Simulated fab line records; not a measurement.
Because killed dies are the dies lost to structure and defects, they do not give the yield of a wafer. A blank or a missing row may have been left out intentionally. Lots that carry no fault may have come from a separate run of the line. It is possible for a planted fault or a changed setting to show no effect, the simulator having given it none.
Chamber matching    flow n5 finfet    N5_BEOL_M11_PECVD_70 on pecvd-04 has 3 sister chambers
The step deposits SiO2 from TEOS/O2, target thk 20 nm, time 22.7 s. 14 wafers are shown with their chamber, then 7 later ones without.

## WAFERS WITH THEIR CHAMBER
wafer   chamber  throttle valve pct (%)  showerhead plenum p Torr (Torr)  heater power w (W)
L814.1  1        21.6                    8.83                             742
L814.5  2        21.8                    8.71                             670
L814.6  1        21.4                    8.82                             774
L817.1  2        21.6                    8.73                             593
L817.3  1        21.4                    8.81                             765
L817.5  0        25.2                    8.81                             706
L816.2  0        24.9                    8.80                             739
L816.3  1        21.3                    8.82                             747
L816.4  2        21.6                    8.72                             661
L818.1  1        21.3                    8.80                             859
L818.4  1        21.2                    8.81                             869
L818.6  2        21.4                    8.74                             603
L822.1  1        21.1                    8.81                             832
L822.4  2        22.0                    8.70                             650

SIGNATURES, as means of the wafers listed above
reading                   chamber 0  chamber 1  chamber 2  scatter within a chamber
throttle valve pct        25.050     21.329     21.680     0.192
showerhead plenum p Torr  8.8050     8.8143     8.7200     0.0121
heater power w            722.50     798.29     635.40     45.5
Rule: for a wafer and a chamber, the distance is found by dividing, reading by reading, the gap between the wafer's reading and the chamber's mean by the reading's scatter, squaring, summing and taking the root. The wafer belongs to the nearest chamber; if the next one is less than 2 further off, it can't be placed. The scatter is the square root of a quotient: the sum, over the shown wafers, of each reading's squared deviation from its chamber's mean, divided by wafers minus chambers.

## WAFERS WITH NO CHAMBER GIVEN
wafer   throttle valve pct (%)  showerhead plenum p Torr (Torr)  heater power w (W)
L822.6  25.3                    8.79                             714
L823.1  25.6                    8.79                             769
L823.4  21.2                    8.83                             862
L823.5  25.5                    8.78                             789
L827.1  21.9                    8.72                             657
L827.2  21.5                    8.82                             841
L827.3  25.3                    8.80                             642

## WHICH CHAMBER EACH WENT THROUGH
wafer   from the rows above  in truth
L822.6  0                    0
L823.1  0                    0
L823.4  1                    1
L823.5  0                    0
L827.1  2                    2
L827.2  1                    1
L827.3  0                    0
7 of 7 placed correctly. Left unplaced by these rows: 0. Number placed wrongly: 0.
